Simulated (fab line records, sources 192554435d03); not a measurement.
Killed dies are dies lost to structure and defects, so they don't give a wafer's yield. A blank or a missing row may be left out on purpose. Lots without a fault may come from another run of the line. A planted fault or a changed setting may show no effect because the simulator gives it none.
fab line records | flow n5_finfet
record lots=11 wafers=33 last_day=18
route steps=1938 shown BEOL_M11@1601 BEOL_M12@1604 PASSIVATION@1936
lots that met no fault: from a run of the same line without faults
start_h: hours from the record's first day to the start of the lot's first wafer shown | wait_h: hours since the lot's step before | " the same as in the row above | L1.1+2: a row that stands for several wafers | - no value, or no start given | * or withheld: withheld | < > ~ a bound
route shown NAME@n: a module of which the file shows steps, and the number in the route of the first | usual: mean/standard deviation of fault-free wafers | same: alike in all rows | chamber/n: place in a boat | sites: the reading at each site | _std_site: their standard deviation | _edge_site: outer sites' mean less inner sites' | radius_mm: how far each site lies from the wafer's centre | mask NAME#n: copy n | behind: the tool/chamber that last shaped the wafer | hold: why the lot was held/for how many hours/how that ended | device: the transistor (n, p or np) that didn't switch | end of line: the same wafers' tests at the end of the route | a step without rows: its recipe alone | killed: dies lost to structure and defects at the first sort, not the wafer's yield | map: a wafer's dies, x killed, . not, _ none there
set.NAME: the setting as run; set.NAME@STEP: as run at that earlier step | model.NAME: the simulator's own value behind a step, which no gauge read
steps of the route over a sample of lots; a table a step, a row a wafer
services: from which hour (start_h, from the record's first day; less than 0 if before it) a tool's chamber was out of use, for how many hours, and why
## steps
# step N5_BEOL_M11_INSPECT_58
# recipe inspect_instrument=darkfield mode=post_dep
# usual raw_defect_count=75/24
# columns lot.wafer tool chamber start_h wait_h raw_defect_count
L939.1 defect_inspect-02 - 233.59 0.0 69
L939.2 " - " " 66
L939.4 " - " " 74
L937.2 defect_inspect-02 - 236.77 0.0 55
L937.3 " - " " 72
L937.4 " - " " 57
L938.3 defect_inspect-02 - 247.94 0.0 71
L938.4 " - " " 87
L938.5 " - " " 63
L941.3 defect_inspect-02 - 252.83 0.0 110
L941.5 " - " " 101
L941.6 " - " " 118
L942.1 defect_inspect-01 - 261.36 0.0 106
L942.2 " - " " 83
L942.6 " - " " 120
L944.2 defect_inspect-01 - 278.00 0.0 38
L944.4 " - " " 79
L944.5 " - " " 82
L948.1 defect_inspect-01 - 298.71 0.0 42
L948.3 " - " " 52
L948.5 " - " " 56
L949.1 defect_inspect-02 - 315.59 0.0 76
L949.2 " - " " 87
L949.3 " - " " 77
L957.1 defect_inspect-02 - 347.13 0.0 66
L957.2 " - " " 77
L957.4 " - " " 49
L958.2 defect_inspect-01 - 361.83 0.0 63
L958.3 " - " " 43
L958.4 " - " " 39
L960.1 defect_inspect-01 - 379.92 0.0 99
L960.4 " - " " 59
L960.5 " - " " 64
# step N5_BEOL_M12_COAT_58
# recipe resist=BARC temp_c=205 time_s=60 spin_rpm=1500 resist_thk_nm=89
# usual dispense_pressure_kPa=52.2/2.5 exhaust_pa=45.0/0.89 spin_speed_rpm=1499.9/1.1
# columns lot.wafer tool chamber start_h wait_h dispense_pressure_kPa exhaust_pa spin_speed_rpm
L939.1 litho_track-01 0 233.83 0.0 53.9 44.0 1499.0
L939.2 " 0 " " 53.9 44.6 1500.6
L939.4 " 0 " " 53.9 43.2 1500.0
L937.2 litho_track-01 0 237.02 0.0 53.9 45.0 1499.2
L937.3 " 0 " " 53.9 44.6 1499.1
L937.4 " 0 " " 53.9 43.3 1498.6
L938.3 litho_track-05 0 248.14 0.0 53.2 46.6 1499.6
L938.4 " 0 " " 53.2 45.5 1499.2
L938.5 " 0 " " 53.1 45.1 1500.1
L941.3 litho_track-05 0 253.03 0.0 53.2 45.4 1500.5
L941.5 " 0 " " 53.2 45.3 1498.5
L941.6 " 0 " " 53.2 45.5 1499.3
L942.1 litho_track-05 0 261.56 0.0 53.1 44.7 1500.7
L942.2 " 0 " " 53.2 45.0 1501.3
L942.6 " 0 " " 53.2 44.3 1501.2
L944.2 litho_track-01 0 278.24 0.0 53.9 47.7 1500.0
L944.4 " 0 " " 53.9 46.8 1499.6
L944.5 " 0 " " 53.9 46.6 1498.1
L948.1 litho_track-05 0 298.91 0.0 53.2 43.8 1460.6
L948.3 " 0 " " 53.2 43.7 1460.8
L948.5 " 0 " " 53.2 44.2 1459.9
L949.1 litho_track-05 0 315.79 0.0 53.2 44.1 1461.2
L949.2 " 0 " " 53.2 45.3 1461.2
L949.3 " 0 " " 53.2 45.1 1461.8
L957.1 litho_track-01 0 347.33 0.0 53.9 44.2 1500.6
L957.2 " 0 " " 53.9 45.0 1501.1
L957.4 " 0 " " 53.9 45.5 1499.7
L958.2 litho_track-01 0 362.03 0.0 53.9 43.4 1499.1
L958.3 " 0 " " 53.9 44.7 1498.5
L958.4 " 0 " " 53.9 44.1 1500.8
L960.1 litho_track-04 0 380.12 0.0 47.9 45.2 1501.9
L960.4 " 0 " " 47.8 45.7 1502.0
L960.5 " 0 " " 47.9 43.6 1501.1
# step N5_BEOL_M12_CD_MEAS_10
# recipe target_cd_nm=140 landing_energy_ev=500 detector=se_inlens polarity=opening
# usual cd_nm=139.3/1.5
# columns lot.wafer tool chamber start_h wait_h cd_nm
L939.1 cd_sem-02 0 234.11 - 137.1
L939.2 " 0 " " 136.7
L939.4 " 0 " " 136.7
L937.2 cd_sem-02 0 237.29 - 140.1
L937.3 " 0 " " 139.2
L937.4 " 0 " " 139.3
L938.3 cd_sem-01 0 248.54 - 138.3
L938.4 " 0 " " 138.8
L938.5 " 0 " " 140.7
L941.3 cd_sem-01 0 253.43 - 137.7
L941.5 " 0 " " 138.6
L941.6 " 0 " " 140.0
L942.1 cd_sem-01 0 261.96 - 140.1
L942.2 " 0 " " 140.4
L942.6 " 0 " " 138.6
L944.2 cd_sem-03 0 278.52 - 139.4
L944.4 " 0 " " 139.1
L944.5 " 0 " " 141.3
L948.1 cd_sem-02 0 299.30 - 142.0
L948.3 " 0 " " 140.1
L948.5 " 0 " " 138.2
L949.1 cd_sem-03 0 316.18 - 140.2
L949.2 " 0 " " 140.6
L949.3 " 0 " " 140.3
L957.1 cd_sem-01 0 347.60 - 138.8
L957.2 " 0 " " 138.9
L957.4 " 0 " " 138.7
L958.2 cd_sem-02 0 362.31 - 139.0
L958.3 " 0 " " 139.8
L958.4 " 0 " " 140.2
L960.1 cd_sem-01 0 380.40 - 137.7
L960.4 " 0 " " 141.2
L960.5 " 0 " " 140.6
# step N5_BEOL_M12_INSPECT_12
# recipe mode=adi inspect_instrument=macro
# usual raw_defect_count=2.1/1.4
# columns lot.wafer tool chamber start_h wait_h raw_defect_count
L939.1 defect_inspect-02 - 234.16 0.0 1
L939.2 " - " " 2
L939.4 " - " " 0
L937.2 defect_inspect-01 - 237.34 0.0 4
L937.3 " - " " 2
L937.4 " - " " 5
L938.3 defect_inspect-01 - 248.59 0.0 1
L938.4 " - " " 1
L938.5 " - " " 2
L941.3 defect_inspect-02 - 253.48 0.0 3
L941.5 " - " " 2
L941.6 " - " " 1
L942.1 defect_inspect-01 - 262.01 0.0 2
L942.2 " - " " 3
L942.6 " - " " 1
L944.2 defect_inspect-01 - 278.57 0.0 3
L944.4 " - " " 2
L944.5 " - " " 4
L948.1 defect_inspect-02 - 299.36 0.0 3
L948.3 " - " " 2
L948.5 " - " " 4
L949.1 defect_inspect-01 - 316.24 0.0 1
L949.2 " - " " 1
L949.3 " - " " 1
L957.1 defect_inspect-01 - 347.66 0.0 0
L957.2 " - " " 1
L957.4 " - " " 2
L958.2 defect_inspect-02 - 362.36 0.0 2
L958.3 " - " " 2
L958.4 " - " " 1
L960.1 defect_inspect-02 - 380.45 0.0 4
L960.4 " - " " 0
L960.5 " - " " 0
# step N5_BEOL_M12_STRIP_64
# recipe chemistry=N2/H2 power_w=1000 temp_c=250 h2_frac=0.65 overash_fraction=0.3 pressure_mtorr=withheld n2_flow_sccm=1750 h2_flow_sccm=3250
# usual drypump_motor_current_A=5.7/0.38 h2_flow_sccm=3249/10 heater_power_w=345/12 oes_product_au=0.715/0.0046 strip_time_to_endpoint_s=31.32/0.071
# same overash_fraction=0.3
# columns lot.wafer tool chamber start_h wait_h drypump_motor_current_A h2_flow_sccm heater_power_w oes_product_au rf_hours_counter_h strip_time_to_endpoint_s
L939.1 plasma_asher-02 0 235.02 0.0 5.6 3236 355 0.718 128 31.26
L939.2 " 1 " " 6.2 3239 334 0.718 128 31.25
L939.4 " 0 " " 5.7 3235 356 0.716 - 31.22
L937.2 plasma_asher-02 1 237.91 0.0 6.2 3237 338 0.716 128 31.35
L937.3 " 1 " " 6.2 3248 342 0.720 - 31.30
L937.4 " 0 " " 5.7 3271 351 0.719 - 31.42
L938.3 plasma_asher-02 0 249.64 0.0 5.7 3257 361 0.718 - 31.34
L938.4 " 1 " " 6.2 3253 336 0.715 - 31.35
L938.5 " 1 " " 6.2 3256 339 0.715 - 31.31
L941.3 plasma_asher-01 1 253.88 0.0 5.9 3247 355 0.716 - 31.22
L941.5 " 0 " " 5.2 3253 344 0.717 - 31.33
L941.6 " 1 " " 5.9 3260 355 0.708 - 31.27
L942.1 plasma_asher-02 0 262.39 0.0 5.6 3248 349 0.714 134 31.30
L942.2 " 1 " " 6.2 3251 331 0.723 134 31.29
L942.6 " 1 " " 6.2 3248 340 0.715 - 31.23
L944.2 plasma_asher-01 0 278.97 0.0 5.2 3259 325 0.705 69 31.33
L944.4 " 0 " " 5.2 3255 328 0.721 - 31.31
L944.5 " 1 " " 5.9 3226 354 0.707 - 31.32
L948.1 plasma_asher-01 1 299.74 0.0 5.9 3246 352 0.717 73 31.60
L948.3 " 0 " " 5.2 3273 334 0.712 - 31.67
L948.5 " 0 " " 5.2 3279 330 0.717 - 31.60
L949.1 plasma_asher-01 0 316.70 0.0 5.2 3244 331 0.719 75 31.77
L949.2 " 1 " " 5.9 3252 357 0.712 75 31.71
L949.3 " 1 " " 5.9 3247 357 0.723 - 31.74
L957.1 plasma_asher-01 1 348.24 0.0 5.9 3253 362 0.722 83 31.29
L957.2 " 0 " " 5.2 3243 331 0.708 83 31.14
L957.4 " 1 " " 5.9 3249 357 0.718 - 31.18
L958.2 plasma_asher-01 1 362.74 0.0 5.9 3263 364 0.708 85 31.16
L958.3 " 1 " " 5.9 3254 359 0.712 - 31.35
L958.4 " 0 " " 5.2 3251 340 0.715 - 31.33
L960.1 plasma_asher-02 1 380.83 0.0 6.3 3266 333 0.717 155 31.22
L960.4 " 0 " " 5.6 3243 352 0.711 - 31.27
L960.5 " 1 " " 6.2 3251 336 0.713 - 31.26
# step N5_PASSIVATION_PROBE_49
# usual defect_limited_yield=91.0/1.5 killed_at_M0_to_M3=34/9.1 killed_at_M4_up=14/5.7 killed_at_contacts=13/5.7 killed_at_front_end=42/12 killed_at_other=4/3.4 killed_dies=106/17 killed_open=70/13 killed_short=34/7.5 sort_bin_5_function=5.2/0.94 sort_bin_6_memory=3.4/0.69 sort_bin_8_speed=0.00/0.029 sort_n_pass=1074/17 sort_yield_pct=91.0/1.5
# same gross_dies=1180 killed_at_back_side=0 sort_bin_4_leakage[%]=0
# columns lot.wafer tool chamber start_h wait_h defect_limited_yield[%] killed_at_M0_to_M3 killed_at_M4_up killed_at_contacts killed_at_front_end killed_at_other killed_dies killed_open killed_short sort_bin_5_function[%] sort_bin_6_memory[%] sort_bin_8_speed[%] sort_n_pass sort_yield_pct[%]
L939.1 prober-02 - 270.10 0.0 89.5 34 18 19 52 1 124 85 39 6.1 4.2 0 1056 89.5
L939.2 prober-02 - 270.15 0.1 92.3 34 13 2 40 2 91 54 35 4.7 2.5 0 1089 92.3
L939.4 prober-02 - 270.25 0.2 89.2 50 14 15 46 2 127 86 41 5.3 4.9 0 1053 89.2
L938.3 prober-02 - 289.66 0.1 90.3 39 6 9 56 4 114 81 33 6.6 2.9 0 1066 90.3
L938.4 prober-02 - 289.71 0.2 91.3 24 18 12 49 0 103 62 35 5.7 2.7 0 1077 91.3
L938.5 prober-02 - 289.76 0.2 93.3 27 7 12 32 1 79 51 27 3.9 2.7 0 1101 93.3
L948.1 prober-01 - 333.81 0.0 92.4 39 5 13 29 4 90 57 31 5.3 2.1 0 1090 92.4
L948.3 prober-01 - 333.91 0.1 91.4 40 7 13 38 3 101 65 35 5.3 3.1 0 1079 91.4
L948.5 prober-01 - 334.01 0.2 90.0 19 4 27 53 15 118 77 39 5.4 4.2 0 1062 90.0
L949.1 prober-01 - 351.56 0.0 91.9 49 9 8 27 2 95 64 31 4.8 2.7 0 1085 91.9
L949.2 prober-01 - 351.61 0.1 91.6 27 11 13 47 1 99 65 34 4.1 4.1 0 1081 91.6
L949.3 prober-01 - 351.66 0.1 91.1 31 6 10 55 3 105 68 37 4.9 3.4 0 1075 91.1
L957.1 prober-02 - 383.98 0.0 91.1 33 11 21 38 2 105 72 32 5.7 2.9 0 1075 91.1
L957.2 prober-02 - 384.03 0.1 90.2 41 6 8 59 2 116 72 37 5.3 3.5 0 1064 90.2
L957.4 prober-02 - 384.13 0.2 89.3 63 10 13 30 10 126 81 43 7.0 3.3 0 1054 89.3
# killed by level:class
L939.1 BEOL_M4:geometric_particle:open=15 MOL_CONTACT_COAG:geometric_particle:open=15 STI_FIN_REVEAL:geometric_particle:open=11 FIN_SAQP:geometric_particle:short=10 FIN_SAQP:geometric_particle:open=9 BEOL_M0_SAQP:geometric_particle:open=7 BEOL_M2:geometric_particle:open=7 STARTING-WAFER:geometric_particle:short=5
L939.2 GATE_CUT:geometric_particle:short=9 STI_FIN_REVEAL:geometric_particle:open=8 FIN_SAQP:geometric_particle:open=7 FIN_SAQP:geometric_particle:short=7 BEOL_M0_SAQP:geometric_particle:short=7 BEOL_M0_SAQP:geometric_particle:open=7 BEOL_M1:geometric_particle:open=7 BEOL_M2:geometric_particle:open=5
L939.4 MOL_CONTACT_COAG:geometric_particle:open=12 BEOL_M1:geometric_particle:open=12 STI_FIN_REVEAL:geometric_particle:open=11 BEOL_M0_SAQP:geometric_particle:short=9 BEOL_M0_SAQP:geometric_particle:open=9 BEOL_M3:geometric_particle:open=8 BEOL_M4:geometric_particle:open=6 FIN_SAQP:geometric_particle:open=5
L938.3 STI_FIN_REVEAL:geometric_particle:open=25 BEOL_M2:geometric_particle:open=14 MOL_CONTACT_COAG:geometric_particle:open=8 FIN_SAQP:geometric_particle:open=7 BEOL_M0_SAQP:geometric_particle:open=7 BEOL_M1:geometric_particle:open=6 BEOL_M0_SAQP:geometric_particle:short=6 STARTING-WAFER:geometric_particle:short=5
L938.4 FIN_SAQP:geometric_particle:short=12 BEOL_M4:geometric_particle:open=11 MOL_CONTACT_COAG:geometric_particle:open=10 STI_FIN_REVEAL:geometric_particle:open=9 BEOL_M1:geometric_particle:open=9 BEOL_M0_SAQP:geometric_particle:short=8 FIN_SAQP:geometric_particle:open=7 STI_FIN_REVEAL:geometric_particle:short=5
L938.5 STI_FIN_REVEAL:geometric_particle:open=10 MOL_CONTACT_COAG:geometric_particle:open=9 BEOL_M0_SAQP:geometric_particle:short=7 BEOL_M2:geometric_particle:open=7 FIN_SAQP:geometric_particle:short=5 DUMMY_GATE:geometric_particle:open=4 STI_FIN_REVEAL:geometric_particle:short=3 ILD0:geometric_particle:short=3
L948.1 BEOL_M1:geometric_particle:open=13 MOL_CONTACT_COAG:geometric_particle:open=12 BEOL_M0_SAQP:geometric_particle:open=6 GATE_CUT:geometric_particle:short=5 BEOL_M0_SAQP:geometric_particle:short=5 BEOL_M1:geometric_particle:short=5 FIN_SAQP:geometric_particle:open=4 DUMMY_GATE:geometric_particle:open=4
L948.3 BEOL_M0_SAQP:geometric_particle:short=14 MOL_CONTACT_COAG:geometric_particle:open=11 STI_FIN_REVEAL:geometric_particle:open=8 BEOL_M0_SAQP:geometric_particle:open=8 BEOL_M1:geometric_particle:open=6 BEOL_M1:geometric_particle:short=5 BEOL_M2:geometric_particle:open=5 DUMMY_GATE:geometric_particle:open=4
L948.5 MOL_CONTACT_COAG:geometric_particle:open=18 STI_FIN_REVEAL:geometric_particle:open=15 FIN_SAQP:geometric_particle:open=11 MOL_CONTACT_COAG:geometric_particle:short=9 BEOL_M0_SAQP:geometric_particle:open=8 MIM_TOP_ETCH:geometric_particle:short=5 FIN_SAQP:geometric_particle:short=4 DUMMY_GATE:geometric_particle:open=4
L949.1 BEOL_M2:geometric_particle:open=12 STI_FIN_REVEAL:geometric_particle:open=10 BEOL_M0_SAQP:geometric_particle:short=9 MOL_CONTACT_COAG:geometric_particle:open=7 BEOL_M0_SAQP:geometric_particle:open=7 BEOL_M1:geometric_particle:open=7 GATE_CUT:geometric_particle:short=6 BEOL_M3:geometric_particle:open=6
L949.2 MOL_CONTACT_COAG:geometric_particle:open=11 STI_FIN_REVEAL:geometric_particle:open=10 BEOL_M2:geometric_particle:open=9 GATE_CUT:geometric_particle:short=8 GATE_CUT:geometric_particle:open=7 FIN_SAQP:geometric_particle:short=6 BEOL_M0_SAQP:geometric_particle:short=6 FIN_SAQP:geometric_particle:open=5
L949.3 STI_FIN_REVEAL:geometric_particle:open=23 FIN_SAQP:geometric_particle:open=10 BEOL_M0_SAQP:geometric_particle:short=10 MOL_CONTACT_COAG:geometric_particle:open=9 BEOL_M0_SAQP:geometric_particle:open=9 FIN_SAQP:geometric_particle:short=6 GATE_CUT:geometric_particle:short=6 BEOL_M2:geometric_particle:open=4
L957.1 MOL_CONTACT_COAG:geometric_particle:open=15 STI_FIN_REVEAL:geometric_particle:open=11 BEOL_M0_SAQP:geometric_particle:open=11 BEOL_M0_SAQP:geometric_particle:short=10 BEOL_M2:geometric_particle:open=7 DUMMY_GATE:geometric_particle:open=6 MOL_CONTACT_COAG:geometric_particle:short=6 STARTING-WAFER:geometric_particle:open=4
L957.2 FIN_SAQP:geometric_particle:open=11 BEOL_M0_SAQP:geometric_particle:short=10 STI_FIN_REVEAL:geometric_particle:open=8 BEOL_M2:geometric_particle:open=8 BEOL_M0_SAQP:geometric_particle:open=7 BEOL_M1:geometric_particle:open=7 HKMG_FIN:area_etch=7 FIN_SAQP:geometric_particle:short=6
L957.4 BEOL_M0_SAQP:geometric_particle:open=14 BEOL_M0_SAQP:geometric_particle:short=13 MOL_CONTACT_COAG:geometric_particle:open=12 BEOL_M3:geometric_particle:open=12 BEOL_M2:geometric_particle:open=10 BEOL_M4:geometric_particle:open=7 STI_FIN_REVEAL:geometric_particle:open=7 PASS1_CAP:geometric_particle:short=6
## services
# columns tool chamber start_h hours kind
litho_track-05 - 212.85 - consumable_replace:filter
plasma_asher-02 - 268.25 7.5 repair
litho_track-01 - 326.44 - consumable_replace:filter
## key
first_sign step=N5_BEOL_M12_COAT_58 reading=spin_speed_rpm direction=down sigmas=36 usual=* struck=*
effect step=N5_BEOL_M12_STRIP_64 reading=strip_time_to_endpoint_s direction=up sigmas=5.1 usual=* struck=*
met_at N5_BEOL_M12_COAT_58
struck_lots L948,L949
not_acting_at N5_BEOL_M11_INSPECT_58,N5_BEOL_M12_CD_MEAS_10,N5_BEOL_M12_INSPECT_12
onset_between 261.56 298.91
fault kind=process_parameter_drift tool=litho_track-05 chamber=- onset_h=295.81 steps=N5_BEOL_M12_COAT_58 channel=spin_rpm offset=* shape=step end_h=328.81 acts_in=* stated=*
